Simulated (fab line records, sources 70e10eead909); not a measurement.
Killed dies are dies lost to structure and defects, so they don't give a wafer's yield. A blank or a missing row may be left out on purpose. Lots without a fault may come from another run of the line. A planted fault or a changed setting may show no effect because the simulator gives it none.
Problem report in the 8D (eight disciplines) form, filled by code | flow nand_harc | the parts of the form that need people (team, actions taken, sign-off) are left out

1. THE PROBLEM
thk_nm at NHARC_A_ONON_D2_THK_MEAS_02 reads a mean of 1066 nm on 3 wafers of 2 lots; wafers without a fault read 1003 nm with a standard deviation of 10. That is +6.3 standard deviations from the usual mean.
The step: measures by ellipsometry.
First seen on wafer L707.5, day 19 16:26, on film_metro-01. The record holds 42 wafers of 14 lots with a number at this step. Rule for "out", or "out of limits": more than 4 standard deviations from the usual mean. The other wafers with a number count as sound.

2. WHAT IT IS AND WHAT IT IS NOT
question                    | is                           | is not
which readings at this step | thk_nm                       | -
which lots                  | L707, L709                   | L693, L695, L696, L697, L698, L699, L700, L701, L702, L704, L708, L713
which wafers of those lots  | L707.5, L707.6, L709.6       | L707.4, L709.2, L709.4
read on which gauges        | film_metro-01, film_metro-02 | -
when                        | from day 19 16:26            | up to then (31 sound wafers); but 8 sound wafers of L708, L709, L713 came after

3. SUSPECTS, AND WHAT RULES EACH OUT
Counting: a tool at a process step up to the reading stays a suspect if it ran every lot that is out. Sound lots after the first of them don't rule it out here, since some wafers of a struck lot are sound.
- the gauge at NHARC_A_ONON_D2_THK_MEAS_02: ruled out. The wafers that are out were read on 2 gauges (film_metro-01, film_metro-02).
- pecvd_onon-02 at NHARC_A_ONON_D2_DEP_00 (target thk 1000 nm): kept. It ran every lot that is out, first L707 (day 19 16:05); its last sound lot up to then is L704 (day 17 23:44).
Left after counting: pecvd_onon-02 at NHARC_A_ONON_D2_DEP_00.

4. THE CAUSE (what the simulator had put in)
Process parameter drift: pecvd_onon-02, from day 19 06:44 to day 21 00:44, at NHARC_A_ONON_D2_DEP_00. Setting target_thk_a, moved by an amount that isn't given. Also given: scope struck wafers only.
Counting left only this tool.

5. THE CHAIN OF EFFECTS, in route order
Each row: a reading whose mean over the struck wafers that have a number lies more than 3 standard deviations from the usual. Only readings for which the record gives a usual standard deviation are gone through. hours: the time from each lot's start at the first step in this table that gives one to its start at this step, as a median over the lots. sigmas: the change in usual standard deviations.
hours | step                        | reading | usual   | on struck wafers | change | sigmas
0     | NHARC_A_ONON_D2_THK_MEAS_02 | thk_nm  | 1003 nm | 1066             | +63    | +6.3

6. WHAT WOULD HAVE CAUGHT IT SOONER
In this record the first reading out of limits at a measuring or inspecting step was taken at day 19 16:26, 10 hours after the fault began at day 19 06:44.
Of the tool readings at NHARC_A_ONON_D2_DEP_00 for which the record gives a usual standard deviation, none was out on any struck wafer, so an alarm limit of 4 standard deviations on them would not have fired.
Of the lots that are out (2), L709 began NHARC_A_ONON_D2_DEP_00 on pecvd_onon-02 after day 19 16:26. A hold on the tool at that time would have spared it.
